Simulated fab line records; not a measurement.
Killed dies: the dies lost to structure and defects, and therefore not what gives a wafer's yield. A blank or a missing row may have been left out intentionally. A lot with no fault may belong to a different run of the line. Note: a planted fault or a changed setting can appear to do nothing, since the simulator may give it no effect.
The tool behind it: which one? || flow nand_harc || 11 lots with 33 wafers sampled at 5 steps, on a route of 1159 steps

WHAT THE GAUGES READ, wafer by wafer
NHARC_END_SORT_01. Usual: killed_at_array 26, standard deviation 9.1; killed_at_other 0.7, standard deviation 0.9; killed_at_periphery 3.6, standard deviation 2.8; killed_dies 30, standard deviation 9.2; killed_open 3.0, standard deviation 1.9; killed_short 2.0, standard deviation 1.4.
{"lot": "L432", "measured": "day 25 13:41", "on": "prober-02", "killed_at_array": "102 87 99", "killed_at_other": "1 0 1", "killed_at_periphery": "0 0 1", "killed_dies": "103 87 101", "killed_open": "2 2 1", "killed_short": "0 3 2", "flag": "OFF"}

WHICH TOOL RAN EACH LOT (tool, then ch and the chambers of the sampled wafers, then the start)
{"lot": "L412", "NHARC_A_SLIT_DESCUM_14": "rie_diel-09 ch 0,1,2, day 14 14:53", "NHARC_A_SLIT_ETCH_15": "rie_diel-09 ch 1,2,3, day 15 20:55 or earlier", "NHARC_A_WL_FILL_STRIP_29": "rie_diel-11 ch 0,1,2, day 15 20:55", "NHARC_A_WL_FILL_ALD_19": "ald_metal-03 ch 0,1,2, day 16 01:58"}
{"lot": "L413", "NHARC_A_SLIT_DESCUM_14": "rie_diel-13 ch 0,1,2, day 14 15:16", "NHARC_A_SLIT_ETCH_15": "rie_diel-13 ch 0,1,2, day 15 20:32 or earlier", "NHARC_A_WL_FILL_STRIP_29": "rie_diel-06 ch 0,1,3, day 15 20:32", "NHARC_A_WL_FILL_ALD_19": "ald_metal-01 ch 0,2,3, day 16 01:58"}
{"lot": "L415", "NHARC_A_SLIT_DESCUM_14": "rie_diel-12 ch 2,3, day 15 00:31", "NHARC_A_SLIT_ETCH_15": "rie_diel-12 ch 1,2,3, day 16 02:09 or earlier", "NHARC_A_WL_FILL_STRIP_29": "rie_diel-06 ch 0,1,2, day 16 02:09", "NHARC_A_WL_FILL_ALD_19": "ald_metal-04 ch 1,2,3, day 16 07:49"}
{"lot": "L417", "NHARC_A_SLIT_DESCUM_14": "rie_diel-09 ch 0,2,3, day 15 12:13", "NHARC_A_SLIT_ETCH_15": "rie_diel-09 ch 0,3, day 16 17:53 or earlier", "NHARC_A_WL_FILL_STRIP_29": "rie_diel-10 ch 1,2,3, day 16 17:53", "NHARC_A_WL_FILL_ALD_19": "ald_metal-01 ch 0,2,3, day 16 23:17"}
{"lot": "L419", "NHARC_A_SLIT_DESCUM_14": "rie_diel-12 ch 0,1,3, day 16 07:19", "NHARC_A_SLIT_ETCH_15": "rie_diel-12 ch 1,2, day 17 09:17 or earlier", "NHARC_A_WL_FILL_STRIP_29": "rie_diel-11 ch 2,3, day 17 09:17", "NHARC_A_WL_FILL_ALD_19": "ald_metal-01 ch 1,2,3, day 17 15:01"}
{"lot": "L422", "NHARC_A_SLIT_DESCUM_14": "rie_diel-09 ch 1,2,3, day 16 07:34", "NHARC_A_SLIT_ETCH_15": "rie_diel-09 ch 0,1,2, day 17 11:43 or earlier", "NHARC_A_WL_FILL_STRIP_29": "rie_diel-11 ch 0,1,2, day 17 11:43", "NHARC_A_WL_FILL_ALD_19": "ald_metal-04 ch 0,2,3, day 17 15:04"}
{"lot": "L426", "NHARC_A_SLIT_DESCUM_14": "rie_diel-13 ch 1,3, day 17 12:25", "NHARC_A_SLIT_ETCH_15": "rie_diel-13 ch 0,1, day 18 14:35 or earlier", "NHARC_A_WL_FILL_STRIP_29": "rie_diel-10 ch 1,2, day 18 14:35", "NHARC_A_WL_FILL_ALD_19": "ald_metal-04 ch 1,2,3, day 18 20:17"}
{"lot": "L427", "NHARC_A_SLIT_DESCUM_14": "rie_diel-09 ch 0,2,3, day 18 13:50", "NHARC_A_SLIT_ETCH_15": "rie_diel-09 ch 0,2, day 19 20:07 or earlier", "NHARC_A_WL_FILL_STRIP_29": "rie_diel-11 ch 0,2,3, day 19 20:07", "NHARC_A_WL_FILL_ALD_19": "ald_metal-04 ch 0,1,3, day 20 01:51"}
{"lot": "L432", "NHARC_A_SLIT_DESCUM_14": "rie_diel-09 ch 0,1, day 19 08:37", "NHARC_A_SLIT_ETCH_15": "rie_diel-09 ch 0,2,3, day 20 14:54 or earlier", "NHARC_A_WL_FILL_STRIP_29": "rie_diel-11 ch 1,2, day 20 14:54", "NHARC_A_WL_FILL_ALD_19": "ald_metal-04 ch 1,3, day 20 20:17"}
{"lot": "L434", "NHARC_A_SLIT_DESCUM_14": "rie_diel-13 ch 1,2,3, day 19 08:48", "NHARC_A_SLIT_ETCH_15": "rie_diel-13 ch 2,3, day 20 19:04 or earlier", "NHARC_A_WL_FILL_STRIP_29": "rie_diel-10 ch 0,1,2, day 20 19:04", "NHARC_A_WL_FILL_ALD_19": "ald_metal-03 ch 0,1, day 20 23:27"}
{"lot": "L435", "NHARC_A_SLIT_DESCUM_14": "rie_diel-12 ch 0,3, day 20 05:10", "NHARC_A_SLIT_ETCH_15": "rie_diel-12 ch 0,2,3, day 21 07:45 or earlier", "NHARC_A_WL_FILL_STRIP_29": "rie_diel-06 ch 2,3, day 21 07:45", "NHARC_A_WL_FILL_ALD_19": "ald_metal-03 ch 0,3, day 21 13:00"}
- NHARC_A_SLIT_DESCUM_14: chemistry O2, time 3 s.
- NHARC_A_SLIT_ETCH_15: etches the open film in O2/COS, target depth 3200 nm, time 832 s.
- NHARC_A_WL_FILL_STRIP_29: strips in O2, time 20 s.
- NHARC_A_WL_FILL_ALD_19: deposits TiN, target thk 2 nm, pulse time 3 s, ald cycles 100.

AS READ BY THE TOOLS THEMSELVES (means over the sampled wafers that have a number; for cases with no such wafer, the mark the record gives instead)
NHARC_A_SLIT_DESCUM_14. Usual: drypump_motor_current_A 5.80 A, standard deviation 0.27; oes_product_au 1.006 a.u., standard deviation 0.012; rf_vpp_V 58.0 V, standard deviation 0.86; showerhead_plenum_p_Torr 1.93 Torr, standard deviation 0.076; throttle_valve_pct 11.312 %, standard deviation 0.01.
{"lot": "L412", "tool": "rie_diel-09", "drypump_motor_current_A (A)": 5.78, "oes_product_au (a.u.)": 0.990, "rf_vpp_V (V)": 57.9, "showerhead_plenum_p_Torr (Torr)": 1.93, "throttle_valve_pct (%)": 11.314, "flag": ""}
{"lot": "L413", "tool": "rie_diel-13", "drypump_motor_current_A (A)": 5.61, "oes_product_au (a.u.)": 1.005, "rf_vpp_V (V)": 57.9, "showerhead_plenum_p_Torr (Torr)": 1.94, "throttle_valve_pct (%)": 11.306, "flag": ""}
{"lot": "L415", "tool": "rie_diel-12", "drypump_motor_current_A (A)": 5.78, "oes_product_au (a.u.)": 0.998, "rf_vpp_V (V)": 57.8, "showerhead_plenum_p_Torr (Torr)": 1.96, "throttle_valve_pct (%)": 11.302, "flag": ""}
{"lot": "L417", "tool": "rie_diel-09", "drypump_motor_current_A (A)": 5.79, "oes_product_au (a.u.)": 1.009, "rf_vpp_V (V)": 57.8, "showerhead_plenum_p_Torr (Torr)": 1.92, "throttle_valve_pct (%)": 11.315, "flag": ""}
{"lot": "L419", "tool": "rie_diel-12", "drypump_motor_current_A (A)": 5.79, "oes_product_au (a.u.)": 0.995, "rf_vpp_V (V)": 57.3, "showerhead_plenum_p_Torr (Torr)": 1.95, "throttle_valve_pct (%)": 11.315, "flag": ""}
{"lot": "L422", "tool": "rie_diel-09", "drypump_motor_current_A (A)": 5.87, "oes_product_au (a.u.)": 1.003, "rf_vpp_V (V)": 58.1, "showerhead_plenum_p_Torr (Torr)": 1.98, "throttle_valve_pct (%)": 11.311, "flag": ""}
{"lot": "L426", "tool": "rie_diel-13", "drypump_motor_current_A (A)": 5.90, "oes_product_au (a.u.)": 1.016, "rf_vpp_V (V)": 57.9, "showerhead_plenum_p_Torr (Torr)": 1.89, "throttle_valve_pct (%)": 11.309, "flag": ""}
{"lot": "L427", "tool": "rie_diel-09", "drypump_motor_current_A (A)": 5.81, "oes_product_au (a.u.)": 1.006, "rf_vpp_V (V)": 57.6, "showerhead_plenum_p_Torr (Torr)": 1.92, "throttle_valve_pct (%)": 11.319, "flag": ""}
{"lot": "L432", "tool": "rie_diel-09", "drypump_motor_current_A (A)": 5.68, "oes_product_au (a.u.)": 0.996, "rf_vpp_V (V)": 57.4, "showerhead_plenum_p_Torr (Torr)": 1.93, "throttle_valve_pct (%)": 11.317, "flag": ""}
{"lot": "L434", "tool": "rie_diel-13", "drypump_motor_current_A (A)": 5.68, "oes_product_au (a.u.)": 1.006, "rf_vpp_V (V)": 58.0, "showerhead_plenum_p_Torr (Torr)": 1.92, "throttle_valve_pct (%)": 11.317, "flag": ""}
{"lot": "L435", "tool": "rie_diel-12", "drypump_motor_current_A (A)": 5.59, "oes_product_au (a.u.)": 1.013, "rf_vpp_V (V)": 58.5, "showerhead_plenum_p_Torr (Torr)": 2.01, "throttle_valve_pct (%)": 11.313, "flag": ""}

NHARC_A_SLIT_ETCH_15. Usual: bias_w 299.9 W, standard deviation 0.92; drypump_motor_current_A 5.80 A, standard deviation 0.27; oes_product_au 1.006 a.u., standard deviation 0.011; rf_vpp_V 314.6 V, standard deviation 1.9; showerhead_plenum_p_Torr 3.15 Torr, standard deviation 0.12; throttle_valve_pct 28.330 %, standard deviation 0.0085.
{"lot": "L412", "tool": "rie_diel-09", "bias_w (W)": 300.3, "drypump_motor_current_A (A)": 5.86, "oes_product_au (a.u.)": 0.987, "rf_vpp_V (V)": 314.5, "showerhead_plenum_p_Torr (Torr)": 3.22, "throttle_valve_pct (%)": 28.333, "flag": ""}
{"lot": "L413", "tool": "rie_diel-13", "bias_w (W)": 299.3, "drypump_motor_current_A (A)": 5.61, "oes_product_au (a.u.)": 1.006, "rf_vpp_V (V)": 314.6, "showerhead_plenum_p_Torr (Torr)": 3.16, "throttle_valve_pct (%)": 28.334, "flag": ""}
{"lot": "L415", "tool": "rie_diel-12", "bias_w (W)": 300.6, "drypump_motor_current_A (A)": 5.99, "oes_product_au (a.u.)": 1.011, "rf_vpp_V (V)": 313.7, "showerhead_plenum_p_Torr (Torr)": 3.10, "throttle_valve_pct (%)": 28.328, "flag": ""}
{"lot": "L417", "tool": "rie_diel-09", "bias_w (W)": 299.2, "drypump_motor_current_A (A)": 5.63, "oes_product_au (a.u.)": 1.008, "rf_vpp_V (V)": 312.5, "showerhead_plenum_p_Torr (Torr)": 3.02, "throttle_valve_pct (%)": 28.329, "flag": ""}
{"lot": "L419", "tool": "rie_diel-12", "bias_w (W)": 300.0, "drypump_motor_current_A (A)": 6.21, "oes_product_au (a.u.)": 0.996, "rf_vpp_V (V)": 312.9, "showerhead_plenum_p_Torr (Torr)": 3.00, "throttle_valve_pct (%)": 28.335, "flag": ""}
{"lot": "L422", "tool": "rie_diel-09", "bias_w (W)": 299.8, "drypump_motor_current_A (A)": 5.77, "oes_product_au (a.u.)": 1.005, "rf_vpp_V (V)": 315.1, "showerhead_plenum_p_Torr (Torr)": 3.14, "throttle_valve_pct (%)": 28.332, "flag": ""}
{"lot": "L426", "tool": "rie_diel-13", "bias_w (W)": 299.0, "drypump_motor_current_A (A)": 5.71, "oes_product_au (a.u.)": 1.019, "rf_vpp_V (V)": 313.2, "showerhead_plenum_p_Torr (Torr)": 3.11, "throttle_valve_pct (%)": 28.326, "flag": ""}
{"lot": "L427", "tool": "rie_diel-09", "bias_w (W)": 300.6, "drypump_motor_current_A (A)": 5.89, "oes_product_au (a.u.)": 0.999, "rf_vpp_V (V)": 314.5, "showerhead_plenum_p_Torr (Torr)": 3.15, "throttle_valve_pct (%)": 28.327, "flag": ""}
{"lot": "L432", "tool": "rie_diel-09", "bias_w (W)": 300.0, "drypump_motor_current_A (A)": 5.81, "oes_product_au (a.u.)": 1.004, "rf_vpp_V (V)": 315.0, "showerhead_plenum_p_Torr (Torr)": 3.12, "throttle_valve_pct (%)": 28.330, "flag": ""}
{"lot": "L434", "tool": "rie_diel-13", "bias_w (W)": 299.8, "drypump_motor_current_A (A)": 5.81, "oes_product_au (a.u.)": 0.993, "rf_vpp_V (V)": 315.0, "showerhead_plenum_p_Torr (Torr)": 3.14, "throttle_valve_pct (%)": 28.333, "flag": ""}
{"lot": "L435", "tool": "rie_diel-12", "bias_w (W)": 299.9, "drypump_motor_current_A (A)": 5.77, "oes_product_au (a.u.)": 1.019, "rf_vpp_V (V)": 316.2, "showerhead_plenum_p_Torr (Torr)": 3.23, "throttle_valve_pct (%)": 28.334, "flag": ""}

NHARC_A_WL_FILL_STRIP_29. Usual: drypump_motor_current_A 5.9 A, standard deviation 0.54; oes_product_au 1.003 a.u., standard deviation 0.014; rf_vpp_V 58.0 V, standard deviation 0.99; showerhead_plenum_p_Torr 3.58 Torr, standard deviation 0.15; throttle_valve_pct 17.037 %, standard deviation 0.0089.
{"lot": "L412", "tool": "rie_diel-11", "drypump_motor_current_A (A)": 5.9, "oes_product_au (a.u.)": 1.009, "rf_vpp_V (V)": 56.9, "showerhead_plenum_p_Torr (Torr)": 3.51, "throttle_valve_pct (%)": 17.034, "flag": ""}
{"lot": "L413", "tool": "rie_diel-06", "drypump_motor_current_A (A)": 5.9, "oes_product_au (a.u.)": 0.995, "rf_vpp_V (V)": 57.9, "showerhead_plenum_p_Torr (Torr)": 3.51, "throttle_valve_pct (%)": 17.036, "flag": ""}
{"lot": "L415", "tool": "rie_diel-06", "drypump_motor_current_A (A)": 6.3, "oes_product_au (a.u.)": 0.995, "rf_vpp_V (V)": 57.4, "showerhead_plenum_p_Torr (Torr)": 3.53, "throttle_valve_pct (%)": 17.036, "flag": ""}
{"lot": "L417", "tool": "rie_diel-10", "drypump_motor_current_A (A)": 5.7, "oes_product_au (a.u.)": 0.995, "rf_vpp_V (V)": 58.4, "showerhead_plenum_p_Torr (Torr)": 3.53, "throttle_valve_pct (%)": 17.038, "flag": ""}
{"lot": "L419", "tool": "rie_diel-11", "drypump_motor_current_A (A)": 5.5, "oes_product_au (a.u.)": 1.009, "rf_vpp_V (V)": 59.0, "showerhead_plenum_p_Torr (Torr)": 3.64, "throttle_valve_pct (%)": 17.044, "flag": ""}
{"lot": "L422", "tool": "rie_diel-11", "drypump_motor_current_A (A)": 5.9, "oes_product_au (a.u.)": 1.008, "rf_vpp_V (V)": 58.4, "showerhead_plenum_p_Torr (Torr)": 3.51, "throttle_valve_pct (%)": 17.029, "flag": ""}
{"lot": "L426", "tool": "rie_diel-10", "drypump_motor_current_A (A)": 5.5, "oes_product_au (a.u.)": 0.992, "rf_vpp_V (V)": 57.3, "showerhead_plenum_p_Torr (Torr)": 3.43, "throttle_valve_pct (%)": 17.036, "flag": ""}
{"lot": "L427", "tool": "rie_diel-11", "drypump_motor_current_A (A)": 5.8, "oes_product_au (a.u.)": 1.012, "rf_vpp_V (V)": 58.1, "showerhead_plenum_p_Torr (Torr)": 3.57, "throttle_valve_pct (%)": 17.032, "flag": ""}
{"lot": "L432", "tool": "rie_diel-11", "drypump_motor_current_A (A)": 5.7, "oes_product_au (a.u.)": 0.990, "rf_vpp_V (V)": 57.3, "showerhead_plenum_p_Torr (Torr)": 3.51, "throttle_valve_pct (%)": 17.041, "flag": ""}
{"lot": "L434", "tool": "rie_diel-10", "drypump_motor_current_A (A)": 5.9, "oes_product_au (a.u.)": 0.997, "rf_vpp_V (V)": 57.8, "showerhead_plenum_p_Torr (Torr)": 3.55, "throttle_valve_pct (%)": 17.036, "flag": ""}
{"lot": "L435", "tool": "rie_diel-06", "drypump_motor_current_A (A)": 6.2, "oes_product_au (a.u.)": 1.011, "rf_vpp_V (V)": 57.8, "showerhead_plenum_p_Torr (Torr)": 3.76, "throttle_valve_pct (%)": 17.040, "flag": ""}

NHARC_A_WL_FILL_ALD_19. Usual: heater_power_w 1078 W, standard deviation 120; precursor_pulse_height_rel 1.003, standard deviation 0.02.
{"lot": "L412", "tool": "ald_metal-03", "heater_power_w (W)": 1153, "precursor_pulse_height_rel": 1.033, "flag": ""}
{"lot": "L413", "tool": "ald_metal-01", "heater_power_w (W)": 1127, "precursor_pulse_height_rel": 0.998, "flag": ""}
{"lot": "L415", "tool": "ald_metal-04", "heater_power_w (W)": 1002, "precursor_pulse_height_rel": 1.029, "flag": ""}
{"lot": "L417", "tool": "ald_metal-01", "heater_power_w (W)": 1106, "precursor_pulse_height_rel": 1.011, "flag": ""}
{"lot": "L419", "tool": "ald_metal-01", "heater_power_w (W)": 1077, "precursor_pulse_height_rel": 1.002, "flag": ""}
{"lot": "L422", "tool": "ald_metal-04", "heater_power_w (W)": 1040, "precursor_pulse_height_rel": 0.998, "flag": ""}
{"lot": "L426", "tool": "ald_metal-04", "heater_power_w (W)": 983, "precursor_pulse_height_rel": 1.005, "flag": ""}
{"lot": "L427", "tool": "ald_metal-04", "heater_power_w (W)": 964, "precursor_pulse_height_rel": 1.010, "flag": ""}
{"lot": "L432", "tool": "ald_metal-04", "heater_power_w (W)": 934, "precursor_pulse_height_rel": 1.005, "flag": ""}
{"lot": "L434", "tool": "ald_metal-03", "heater_power_w (W)": 1133, "precursor_pulse_height_rel": 1.004, "flag": ""}
{"lot": "L435", "tool": "ald_metal-03", "heater_power_w (W)": 1165, "precursor_pulse_height_rel": 1.000, "flag": ""}

THE ANSWER, worked out from the rows above alone
Rule: lot off if the mean of its wafers having a number is beyond 3 standard deviations from the usual mean. Also off: a lot with no number at a reading for which 4 or more lots have one. The other lots that the step has rows for count as sound. First the gauges in route order, then the tools' own readings, where a lot's mean is used as printed above. At the first step where some lot is off, the reading lying furthest off is the one used; lots without a number count as furthest.
Off, at NHARC_END_SORT_01 on killed_at_array: L432. Neither off nor sound, because the step has no rows for them: L412, L413, L415, L417, L419, L422, L426, L427, L434, L435.
A tool fits if, at a process step before that reading, it ran every lot that is off, and no sound lot after the first of them. The gauges at NHARC_END_SORT_01 are tried like those tools. NHARC_A_SLIT_ETCH_15: start missing for some lots; hours and lot order therefore follow NHARC_A_WL_FILL_STRIP_29. Can't be told from this: 4 tools fit, rie_diel-09 at NHARC_A_SLIT_DESCUM_14 and NHARC_A_SLIT_ETCH_15, rie_diel-11 at NHARC_A_WL_FILL_STRIP_29, ald_metal-04 at NHARC_A_WL_FILL_ALD_19, prober-02 at NHARC_END_SORT_01.

WHAT THE SIMULATOR HAD PUT IN
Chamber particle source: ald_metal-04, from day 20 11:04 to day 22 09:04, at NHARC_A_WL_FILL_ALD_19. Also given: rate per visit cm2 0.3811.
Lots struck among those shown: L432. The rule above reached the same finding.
